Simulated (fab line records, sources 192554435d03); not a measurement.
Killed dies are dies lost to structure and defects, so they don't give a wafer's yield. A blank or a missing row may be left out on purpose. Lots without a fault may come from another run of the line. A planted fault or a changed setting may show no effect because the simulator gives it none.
fab line records | flow n5_finfet
record lots=7 wafers=21
route steps=1938 shown BEOL_M9@1446 BEOL_M10@1499 BEOL_M12@1605 BEOL_M13@1661
start_h: hours from the record's first day to the start of the lot's first wafer shown | wait_h: hours since the lot's step before | " the same as in the row above | L1.1+2: a row that stands for several wafers | - no value, or no start given | * or withheld: withheld | < > ~ a bound
route shown NAME@n: a module of which the file shows steps, and the number in the route of the first | usual: mean/standard deviation of fault-free wafers | same: alike in all rows | chamber/n: place in a boat | sites: the reading at each site | _std_site: their standard deviation | _edge_site: outer sites' mean less inner sites' | radius_mm: how far each site lies from the wafer's centre | mask NAME#n: copy n | behind: the tool/chamber that last shaped the wafer | hold: why the lot was held/for how many hours/how that ended | device: the transistor (n, p or np) that didn't switch | end of line: the same wafers' tests at the end of the route | a step without rows: its recipe alone | killed: dies lost to structure and defects at the first sort, not the wafer's yield | map: a wafer's dies, x killed, . not, _ none there
set.NAME: the setting as run; set.NAME@STEP: as run at that earlier step | model.NAME: the simulator's own value behind a step, which no gauge read
lots whose settings were changed on purpose; a table a step, a row a wafer
## steps
# step N5_BEOL_M9_TRENCH_ETCH_37
# recipe chemistry=C4F6/O2 target_depth_a=1514.3 target=SiCOH_lowk time_s=49 ion_energy_ev=250 pressure_mtorr=30 source_w=345 bias_w=185 Ar_flow_sccm=300 C4F6_flow_sccm=10 O2_flow_sccm=10
# usual rf_vpp_V=669/13
# columns lot.wafer tool chamber start_h wait_h set.bias_w rf_vpp_V model.etch.depth_nm model.BEOL_M9.feature_depth_nm model.TiN_of_BEOL_M9_HM_DEP_02.thk_nm
L077.1 rie_diel-05 0 - - 168.1 624 146.1 146.2 16.4
L077.4 " 3 " " 185 660 152.6 152.6 16
L077.6 " 1 " " 168.1 601 144.4 144.4 16.2
L079.2 rie_diel-01 0 - - 185 695 151 151 16.2
L079.4 " 2 " " 215.6 776 157.1 157 15.6
L079.5 " 0 " " 215.6 782 158.7 158.8 15.4
L088.1 rie_diel-01 1 - - 208.6 740 161.8 161.8 15.2
L088.5 " 2 " " 185 687 147.5 147.6 15.6
L088.6 " 3 " " 185 669 152.9 153 15.6
L095.2 rie_diel-01 0 - - 155.5 605 143.9 144 16.6
L095.5 " 0 " " 185 695 151.6 151.6 15.8
L095.6 " 1 " " 185 673 156.2 156.2 15.8
L094.1 rie_diel-01 2 - - 185 687 148.3 148.2 15.8
L094.3 " 3 " " 185 669 152.2 152.2 15.8
L094.4 " 0 " " 185 692 151.7 151.8 15.8
L089.1 rie_diel-01 0 - - 151.7 591 142.5 142.6 16.2
L089.2 " 2 " " 151.7 588 139.4 139.4 16.4
L089.6 " 1 " " 185 673 156.3 156.2 15.8
L092.1 rie_diel-06 0 - - 194.8 684 152.4 152.4 16
L092.2 " 2 " " 194.8 685 156.2 156.2 16
L092.4 " 1 " " 185 667 146.4 146.4 16.2
# step N5_BEOL_M9_ETCH_41
# recipe chemistry=CH3F/O2 target=SiCN target_depth_a=366 taper_deg=2 time_s=70.1 ion_energy_ev=120 mask_material=TiN pressure_mtorr=30 source_w=395 bias_w=75 Ar_flow_sccm=150 CH3F_flow_sccm=30 O2_flow_sccm=20
# step N5_BEOL_M9_STRIP_80
# recipe chemistry=N2/H2 time_s=10 power_w=450 temp_c=40 pressure_mtorr=20 rf_frequency_hz=6e+07 bias_power_w=7 n2_flow_sccm=200 h2_flow_sccm=200
# step N5_BEOL_M9_OCD_MEAS_38
# usual trench_depth_nm=150.9/2.7
# columns lot.wafer tool chamber start_h wait_h set.bias_w@BEOL_M9_TRENCH_ETCH_37 trench_depth_nm
L077.1 ocd-02 - 219.20 - 168.1 144.6
L077.4 " - " " 185 151.7
L077.6 " - " " 168.1 144.1
L079.2 ocd-02 - 226.23 - 185 148.8
L079.4 " - " " 215.6 157.1
L079.5 " - " " 215.6 158.4
L088.1 ocd-01 - 324.10 - 208.6 161.6
L088.5 " - " " 185 146.9
L088.6 " - " " 185 153.0
L095.2 ocd-01 - 335.38 - 155.5 144.4
L095.5 " - " " 185 151.6
L095.6 " - " " 185 156.3
L094.1 ocd-02 - 335.87 - 185 147.8
L094.3 " - " " 185 152.3
L094.4 " - " " 185 152.0
L089.1 ocd-01 - 347.77 - 151.7 142.9
L089.2 " - " " 151.7 139.1
L089.6 " - " " 185 156.8
L092.1 ocd-02 - 352.37 - 194.8 152.1
L092.2 " - " " 194.8 156.3
L092.4 " - " " 185 146.3
# step N5_BEOL_M9_HM_STRIP_39
# recipe chemistry=peroxide_tin_strip material=TiN target_depth_a=250 temp_c=50 time_s=158
# step N5_BEOL_M9_SRD_40
# recipe time_s=30 temp_c=23 rinse_liquid=diw dry=ipa_marangoni
# step N5_BEOL_M9_ECD_50
# recipe material=Cu target_thk_a=3180
# step N5_BEOL_M9_ANNEAL_51
# recipe temp_c=225 time_s=90 ambient=N2
# step N5_BEOL_M9_CMP_52
# recipe stop_on=SiCOH_lowk t_overpolish_s=7 down_force_psi=1 platen_rpm=50 clearing_platen_down_force_psi=1.5 clearing_platen_rpm=50 post_cmp_clean=cu_alkaline target_thk_nm=140 clearing_platen_pad_velocity_m_s=0.99484 pad_velocity_m_s=0.99484
# columns lot.wafer tool chamber start_h wait_h set.bias_w@BEOL_M9_TRENCH_ETCH_37 model.Cu_of_BEOL_M9_ECD_50.thk_nm
L077.1 cmp-02 1 220.91 0.3 168.1 134.2
L077.4 " 2 " " 185 140
L077.6 " 1 " " 168.1 131.8
L079.2 cmp-02 2 227.83 0.2 185 138.6
L079.4 " 1 " " 215.6 145
L079.5 " 3 " " 215.6 146.2
L088.1 cmp-01 1 325.83 0.3 208.6 151.2
L088.5 " 0 " " 185 137.8
L088.6 " 1 " " 185 142
L095.2 cmp-04 0 338.63 0.3 155.5 132
L095.5 " 1 " " 185 138.6
L095.6 " 2 " " 185 147.2
L094.1 cmp-02 3 339.28 0.3 185 135.2
L094.3 " 1 " " 185 140
L094.4 " 2 " " 185 140.2
L089.1 cmp-02 3 349.82 0.3 151.7 129
L089.2 " 0 " " 151.7 126.2
L089.6 " 2 " " 185 143
L092.2 cmp-04 3 354.74 0.2 194.8 145.4
L092.1 " 0 " " 194.8 140.2
L092.4 " 1 " " 185 134.8
# step N5_BEOL_M9_THK_MEAS_53
# recipe thk_meas_gauge=xrf reads=Cu_of_BEOL_M9_ECD_50
# usual M9_THK=140.0/2.9
# columns lot.wafer tool chamber start_h wait_h set.bias_w@BEOL_M9_TRENCH_ETCH_37 M9_THK[nm]
L077.1 film_metro-01 - 221.20 - 168.1 136.1
L077.4 " - " " 185 142.2
L077.6 " - " " 168.1 133.8
L079.2 film_metro-02 - 228.12 - 185 140.7
L079.4 " - " " 215.6 147.1
L079.5 " - " " 215.6 148.7
L088.1 film_metro-01 - 326.09 - 208.6 152.2
L088.5 " - " " 185 138.4
L088.6 " - " " 185 142.4
L095.2 film_metro-01 - 338.81 - 155.5 131.0
L095.5 " - " " 185 137.9
L095.6 " - " " 185 145.9
L094.1 film_metro-02 - 339.57 - 185 137.2
L094.3 " - " " 185 141.8
L094.4 " - " " 185 141.8
L089.1 film_metro-01 - 350.04 - 151.7 129.6
L089.2 " - " " 151.7 126.1
L089.6 " - " " 185 143.0
L092.1 film_metro-02 - 355.03 - 194.8 139.6
L092.2 " - " " 194.8 144.1
L092.4 " - " " 185 134.3
# step N5_BEOL_M9_PRE_CLEAN_55
# recipe gas=NH3 time_s=15 temp_c=withheld rf_power_w=300
# step N5_BEOL_M9_DEP_56
# recipe material=SiCN target_thk_a=150 temp_c=withheld precursor=3MS/NH3 pressure_torr=3 rf_w=202 time_s=26.5
# step N5_BEOL_M9_RS_MEAS_57
# recipe thk_meas_gauge=four-point-probe reads=Cu_of_BEOL_M9_ECD_50+Co_of_BEOL_M9_CVD_78+TaN_of_BEOL_M9_ALD_74
# usual M9_RS=0.152/0.0034
# columns lot.wafer tool chamber start_h wait_h set.bias_w@BEOL_M9_TRENCH_ETCH_37 M9_RS[ohm/sq]
L077.1 film_metro-01 - 221.37 0.1 168.1 0.158
L077.4 " - " " 185 0.151
L077.6 " - " " 168.1 0.161
L079.2 film_metro-02 - 228.26 0.1 185 0.152
L079.4 " - " " 215.6 0.145
L079.5 " - " " 215.6 0.144
L088.1 film_metro-01 - 326.22 0.1 208.6 0.138
L088.5 " - " " 185 0.153
L088.6 " - " " 185 0.148
L095.2 film_metro-02 - 338.94 0.1 155.5 0.161
L095.5 " - " " 185 0.152
L095.6 " - " " 185 0.143
L094.1 film_metro-01 - 339.71 0.1 185 0.157
L094.3 " - " " 185 0.151
L094.4 " - " " 185 0.151
L089.1 film_metro-02 - 350.18 0.1 151.7 0.165
L089.2 " - " " 151.7 0.169
L089.6 " - " " 185 0.147
L092.1 film_metro-02 - 355.16 0.1 194.8 0.151
L092.2 " - " " 194.8 0.145
L092.4 " - " " 185 0.158
# step N5_BEOL_M10_EXPOSE_25
# recipe mask_id=V9 na=1.35 source_shape=annular sigma_inner=0.5 sigma_outer=0.8 polarization=unpolarized dose_mj=85.5
# columns lot.wafer tool chamber start_h wait_h mask set.dose_mj
L077.1+4+6 arfi_scanner-02 0 223.82 - V9#0 85.5
L079.2+4 arfi_scanner-03 0 230.77 - V9#0 80.93
L079.5 " 0 " " V9#0 85.5
L088.1+5 arfi_scanner-02 0 330.04 - V9#0 85.5
L088.6 " 0 " " V9#0 81.43
L095.2+6 arfi_scanner-02 0 343.63 - V9#0 91.49
L095.5 " 0 " " V9#0 85.5
L094.1+3+4 arfi_scanner-02 0 343.94 - V9#0 85.5
L089.1+6 arfi_scanner-03 0 356.19 - V9#0 85.5
L089.2 " 0 " " V9#0 79.39
L092.1+2+4 arfi_scanner-03 0 359.15 - V9#0 85.5
# step N5_BEOL_M10_PEB_26
# recipe peb_temp_c=withheld peb_time_s=60 resist=CAR-ArF
# step N5_BEOL_M10_DEVELOP_27
# recipe develop_time_s=30 developer=TMAH resist=CAR-ArF rinse_liquid=diw dry=air_spin dev_temp_c=23
# step N5_BEOL_M10_CD_MEAS_28
# recipe target_cd_nm=70 landing_energy_ev=500 detector=se_inlens polarity=opening
# usual cd_nm=70.0/1.1
# columns lot.wafer tool chamber start_h wait_h set.dose_mj@BEOL_M10_EXPOSE_25 cd_nm
L077.1 cd_sem-01 0 223.95 - 85.5 69.6
L077.4 " 0 " " 85.5 70.2
L077.6 " 0 " " 85.5 69.7
L079.2 cd_sem-02 0 230.89 - 80.93 67.3
L079.4 " 0 " " 80.93 67.1
L079.5 " 0 " " 85.5 71.8
L088.1 cd_sem-03 0 330.17 - 85.5 70.3
L088.5 " 0 " " 85.5 70.5
L088.6 " 0 " " 81.43 66.1
L095.2 cd_sem-02 0 343.75 - 91.49 78.0
L095.5 " 0 " " 85.5 71.1
L095.6 " 0 " " 91.49 77.5
L094.1 cd_sem-03 0 344.07 - 85.5 70.1
L094.3 " 0 " " 85.5 69.2
L094.4 " 0 " " 85.5 69.4
L089.1 cd_sem-01 0 356.32 - 85.5 70.4
L089.2 " 0 " " 79.39 64.6
L089.6 " 0 " " 85.5 71.1
L092.1 cd_sem-02 0 359.28 - 85.5 68.2
L092.2 " 0 " " 85.5 67.9
L092.4 " 0 " " 85.5 69.6
# step N5_BEOL_M12_COAT_04
# recipe spin_rpm=1625 resist_thk_nm=400
# columns lot.wafer tool chamber start_h wait_h set.spin_rpm model.coat_of_BEOL_M12_COAT_04.thk_nm
L077.1 litho_track-04 0 - - 1743 385.4
L077.4 " 0 " " 1743 385.2
L077.6 " 0 " " 1625 399.6
L079.2 litho_track-04 0 - - 1625 400.2
L079.4+5 " 0 " " 1625 399.6
L088.1+6 litho_track-05 0 - - 1625 400.6
L088.5 " 0 " " 1625 401.4
L095.2 litho_track-03 0 - - 1458 423.4
L095.5 " 0 " " 1625 401.2
L095.6 " 0 " " 1625 401
L094.1 litho_track-03 0 - - 1625 397
L094.3 " 0 " " 1625 397.4
L094.4 " 0 " " 1625 397.6
L089.1 litho_track-04 0 - - 1729 387.8
L089.2 " 0 " " 1625 400.2
L089.6 " 0 " " 1625 400.8
L092.1 litho_track-04 0 - - 1625 398.4
L092.2 " 0 " " 1722 388.4
L092.4 " 0 " " 1722 386.6
# step N5_BEOL_M12_PEB_08
# recipe peb_temp_c=130 peb_time_s=90
# columns lot.wafer tool chamber start_h wait_h set.peb_time_s
L077.1+6 litho_track-05 0 231.70 0.1 76.9
L077.4 " 0 " " 90
L079.2+5 litho_track-04 0 241.12 0.0 104.9
L079.4 " 0 " " 90
L088.1+6 litho_track-05 0 342.42 0.1 84.37
L088.5 " 0 " " 90
L095.2 litho_track-05 0 355.56 0.0 90
L095.5+6 " 0 " " 74.11
L094.1+3+4 litho_track-03 0 358.20 0.1 90
L089.1+2 litho_track-05 0 373.63 0.1 108.4
L089.6 " 0 " " 90
L092.1 litho_track-05 0 373.86 0.1 69.75
L092.2+4 " 0 " " 90
# step N5_BEOL_M12_DEVELOP_09
# recipe develop_time_s=45 rinse_liquid=diw dry=air_spin dev_temp_c=21
# step N5_BEOL_M12_HARDBAKE_14
# recipe temp_c=130 time_s=120
# step N5_BEOL_M12_CD_MEAS_10
# recipe target_cd_nm=140 landing_energy_ev=500 detector=se_inlens polarity=opening
# usual cd_nm=139.9/1.7
# columns lot.wafer tool chamber start_h wait_h set.peb_time_s@BEOL_M12_PEB_08 cd_nm
L077.1 cd_sem-01 0 231.82 - 76.9 134.1
L077.4 " 0 " " 90 142.5
L077.6 " 0 " " 76.9 133.5
L079.2 cd_sem-02 0 241.23 - 104.9 143.4
L079.4 " 0 " " 90 138.4
L079.5 " 0 " " 104.9 142.5
L088.1 cd_sem-01 0 342.53 - 84.37 138.9
L088.5 " 0 " " 90 141.3
L088.6 " 0 " " 84.37 140.3
L095.2 cd_sem-01 0 355.67 - 90 143.1
L095.5 " 0 " " 74.11 134.9
L095.6 " 0 " " 74.11 137.0
L094.1 cd_sem-03 0 358.32 - 90 138.5
L094.3 " 0 " " 90 140.0
L094.4 " 0 " " 90 137.3
L089.1 cd_sem-01 0 373.75 - 108.4 145.1
L089.2 " 0 " " 108.4 144.2
L089.6 " 0 " " 90 136.8
L092.1 cd_sem-03 0 373.97 - 69.75 133.5
L092.2 " 0 " " 90 143.2
L092.4 " 0 " " 90 137.6
# step N5_BEOL_M12_DESCUM_15
# recipe chemistry=O2 time_s=7.9 source_power_w=50 bias_power_w=20 pressure_mtorr=20 rf_frequency_hz=2.712e+07 temp_c=40 o2_flow_sccm=225
# step N5_BEOL_M12_ETCH_59
# recipe chemistry=N2/H2 target=BARC target_depth_a=890 overetch_a=267 time_s=67.9 ion_energy_ev=200 pressure_mtorr=30 source_w=840 bias_w=150 n2_flow_sccm=200 h2_flow_sccm=200
# columns lot.wafer tool chamber start_h wait_h set.spin_rpm@BEOL_M12_COAT_04 model.coat_of_BEOL_M12_COAT_04.thk_nm
L077.1 rie_diel-03 2 231.94 0.0 1743 307
L077.4 " 1 " " 1743 304.8
L077.6 " 3 " " 1625 318.2
L079.2 rie_diel-02 1 241.65 0.0 1625 317
L079.4 " 3 " " 1625 317.6
L079.5 " 0 " " 1625 318.4
L088.1 rie_diel-02 2 342.66 0.0 1625 315.2
L088.5 " 0 " " 1625 321.4
L088.6 " 1 " " 1625 318.4
L095.2 rie_diel-03 1 355.93 0.0 1458 342.8
L095.5 " 3 " " 1625 319
L095.6 " 0 " " 1625 316.8
L094.1 rie_diel-02 3 358.44 0.0 1625 315
L094.3 " 1 " " 1625 314
L094.4 " 0 " " 1625 317.2
L089.1 rie_diel-04 3 373.95 0.0 1729 302.2
L089.2+6 " 1 " " 1625 316
L092.1 rie_diel-04 1 374.22 0.0 1625 313.6
L092.2 " 3 " " 1722 303
L092.4 " 0 " " 1722 303.8
# step N5_BEOL_M12_VIA_ETCH_16
# recipe chemistry=C4F8/O2/Ar target=SiOC pressure_mtorr=30 source_w=3000 bias_w=700 Ar_flow_sccm=400 C4F8_flow_sccm=15 O2_flow_sccm=8 he_inner_torr=15 he_outer_torr=30 target_depth_a=7248 time_s=withheld ion_energy_ev=250 ends=cleared
# columns lot.wafer tool chamber start_h wait_h set.spin_rpm@BEOL_M12_COAT_04 model.coat_of_BEOL_M12_COAT_04.thk_nm
L077.1 rie_diel-03 2 231.99 0.0 1743 116.6
L077.4 " 1 " " 1743 107.6
L077.6 " 3 " " 1625 124.4
L079.2 rie_diel-02 1 241.70 0.0 1625 123
L079.4 " 3 " " 1625 120.4
L079.5 " 0 " " 1625 124.4
L088.1 rie_diel-02 2 342.71 0.0 1625 120.2
L088.5 " 0 " " 1625 124.4
L088.6 " 1 " " 1625 119.8
L095.2 rie_diel-03 1 355.98 0.0 1458 146.6
L095.5 " 3 " " 1625 121.6
L095.6 " 0 " " 1625 117.4
L094.1 rie_diel-02 3 358.49 0.0 1625 124.8
L094.3 " 1 " " 1625 119.8
L094.4 " 0 " " 1625 120.2
L089.1 rie_diel-04 3 374.01 0.0 1729 107.2
L089.2 " 1 " " 1625 122.4
L089.6 " 1 " " 1625 119.4
L092.1 rie_diel-04 1 374.27 0.0 1625 121.4
L092.2 " 3 " " 1722 109.2
L092.4 " 0 " " 1722 104.2
# step N5_BEOL_M12_STRIP_63
# recipe chemistry=N2/H2 power_w=1000 temp_c=250 h2_frac=0.65 overash_fraction=0.3 pressure_mtorr=1000 n2_flow_sccm=1750 h2_flow_sccm=3250
# usual strip_time_to_endpoint_s=42.1/0.97
# columns lot.wafer tool chamber start_h wait_h set.spin_rpm@BEOL_M12_COAT_04 strip_time_to_endpoint_s
L077.1 plasma_asher-01 1 232.19 - 1743 40.8
L077.4 " 1 " " 1743 38.3
L077.6 " 1 " " 1625 42.9
L079.2 plasma_asher-02 1 241.90 - 1625 42.5
L079.4 " 0 " " 1625 41.8
L079.5 " 1 " " 1625 42.9
L088.1 plasma_asher-01 0 342.91 - 1625 41.7
L088.5 " 0 " " 1625 42.9
L088.6 " 1 " " 1625 41.7
L095.2 plasma_asher-02 1 356.18 - 1458 48.8
L095.5 " 0 " " 1625 42.1
L095.6 " 1 " " 1625 41.0
L094.1 plasma_asher-01 0 358.69 - 1625 43.0
L094.3 " 0 " " 1625 41.6
L094.4 " 1 " " 1625 41.7
L089.1 plasma_asher-01 1 374.21 - 1729 38.2
L089.2 " 0 " " 1625 42.3
L089.6 " 1 " " 1625 41.5
L092.1 plasma_asher-01 1 374.47 - 1625 42.1
L092.2 " 0 " " 1722 38.7
L092.4 " 0 " " 1722 37.4
# step N5_BEOL_M12_STRIP_64
# recipe chemistry=N2/H2 power_w=1000 temp_c=250 h2_frac=0.65 overash_fraction=0.3 pressure_mtorr=withheld n2_flow_sccm=1750 h2_flow_sccm=3250
# step N5_BEOL_M12_STRIP_71
# recipe chemistry=post_etch_residue_remover time_s=60 temp_c=25 remover_ph=withheld remover_water_wt_pct=withheld remover_fluoride_wt_pct=withheld
# step N5_BEOL_M12_SRD_72
# recipe time_s=30 temp_c=23 rinse_liquid=diw dry=n2_spin spin_rpm=1500 dry_time_s=30
# step N5_BEOL_M12_CD_MEAS_17
# recipe target_cd_nm=140 polarity=opening
# usual cd_nm=140.4/2.1
# columns lot.wafer tool chamber start_h wait_h set.peb_time_s@BEOL_M12_PEB_08 cd_nm
L077.1 cd_sem-03 - 232.40 0.0 76.9 133.6
L077.4 " - " " 90 141.2
L077.6 " - " " 76.9 133.0
L079.2 cd_sem-02 - 242.11 0.0 104.9 143.6
L079.4 " - " " 90 138.6
L079.5 " - " " 104.9 143.5
L088.1 cd_sem-02 - 343.12 0.0 84.37 141.1
L088.5 " - " " 90 139.6
L088.6 " - " " 84.37 140.5
L095.2 cd_sem-02 - 356.39 0.0 90 143.5
L095.5 " - " " 74.11 136.1
L095.6 " - " " 74.11 137.6
L094.1 cd_sem-03 - 358.90 0.0 90 138.7
L094.3 " - " " 90 140.0
L094.4 " - " " 90 136.1
L089.1 cd_sem-01 - 374.44 0.0 108.4 146.1
L089.2 " - " " 108.4 146.5
L089.6 " - " " 90 139.5
L092.1 cd_sem-03 - 374.69 0.0 69.75 135.5
L092.2 " - " " 90 143.8
L092.4 " - " " 90 138.1
# step N5_BEOL_M13_COAT_58
# recipe resist=BARC temp_c=205 time_s=60 spin_rpm=1500 resist_thk_nm=89
# columns lot.wafer tool chamber start_h wait_h set.spin_rpm model.BARC_of_BEOL_M13_COAT_58.thk_nm
L077.1 litho_track-04 0 235.16 0.0 1500 88.8
L077.4 " 0 " " 1500 89
L077.6 " 0 " " 1438 90.6
L079.2 litho_track-02 0 245.08 0.0 1500 89
L079.4+5 " 0 " " 1500 89.4
L088.1+5 litho_track-01 0 346.62 0.0 1500 89.4
L088.6 " 0 " " 1500 89.2
L095.2+6 litho_track-02 0 360.02 0.0 1500 89.2
L095.5 " 0 " " 1500 89
L094.1 litho_track-02 0 361.80 0.0 1500 89
L094.3 " 0 " " 1500 89.4
L094.4 " 0 " " 1500 89.2
L089.1 litho_track-02 0 379.51 0.0 1500 89
L089.2+6 " 0 " " 1500 89.2
L092.1+2 litho_track-01 0 381.53 0.0 1500 88.6
L092.4 " 0 " " 1414 91.4
## key
split step=N5_BEOL_M9_TRENCH_ETCH_37 setting=bias_w stated=185 by=wafer
response step=N5_BEOL_M9_TRENCH_ETCH_37 reading=rf_vpp_V change=+4.87 per=1% r=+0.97
response step=N5_BEOL_M9_TRENCH_ETCH_37 reading=model.etch.depth_nm change=+0.715 per=1% r=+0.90
response step=N5_BEOL_M9_TRENCH_ETCH_37 reading=model.BEOL_M9.feature_depth_nm change=+0.711 per=1% r=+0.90
response step=N5_BEOL_M9_TRENCH_ETCH_37 reading=model.TiN_of_BEOL_M9_HM_DEP_02.thk_nm change=-0.0375 per=1% r=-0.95
response step=N5_BEOL_M9_OCD_MEAS_38 reading=trench_depth_nm change=+0.748 per=1% r=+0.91
response step=N5_BEOL_M9_CMP_52 reading=model.Cu_of_BEOL_M9_ECD_50.thk_nm change=+0.726 per=1% r=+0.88
response step=N5_BEOL_M9_THK_MEAS_53 reading=M9_THK change=+0.73 per=1% r=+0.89
response step=N5_BEOL_M9_RS_MEAS_57 reading=M9_RS change=-0.000879 per=1% r=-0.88
split step=N5_BEOL_M10_EXPOSE_25 setting=dose_mj stated=85.5 by=wafer
response step=N5_BEOL_M10_CD_MEAS_28 reading=cd_nm change=+0.896 per=1% r=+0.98
split step=N5_BEOL_M12_COAT_04 setting=spin_rpm stated=1625 by=wafer
response step=N5_BEOL_M12_COAT_04 reading=model.coat_of_BEOL_M12_COAT_04.thk_nm change=-2.04 per=1% r=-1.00
response step=N5_BEOL_M12_ETCH_59 reading=model.coat_of_BEOL_M12_COAT_04.thk_nm change=-2.1 per=1% r=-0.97
response step=N5_BEOL_M12_VIA_ETCH_16 reading=model.coat_of_BEOL_M12_COAT_04.thk_nm change=-2.31 per=1% r=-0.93
response step=N5_BEOL_M12_STRIP_63 reading=strip_time_to_endpoint_s change=* per=1% r=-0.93
split step=N5_BEOL_M12_PEB_08 setting=peb_time_s stated=90 by=wafer
response step=N5_BEOL_M12_CD_MEAS_10 reading=cd_nm change=+0.372 per=1% r=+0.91
response step=N5_BEOL_M12_CD_MEAS_17 reading=cd_nm change=+0.323 per=1% r=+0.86
split step=N5_BEOL_M13_COAT_58 setting=spin_rpm stated=1500 by=wafer
response step=N5_BEOL_M13_COAT_58 reading=model.BARC_of_BEOL_M13_COAT_58.thk_nm change=-0.462 per=1% r=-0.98
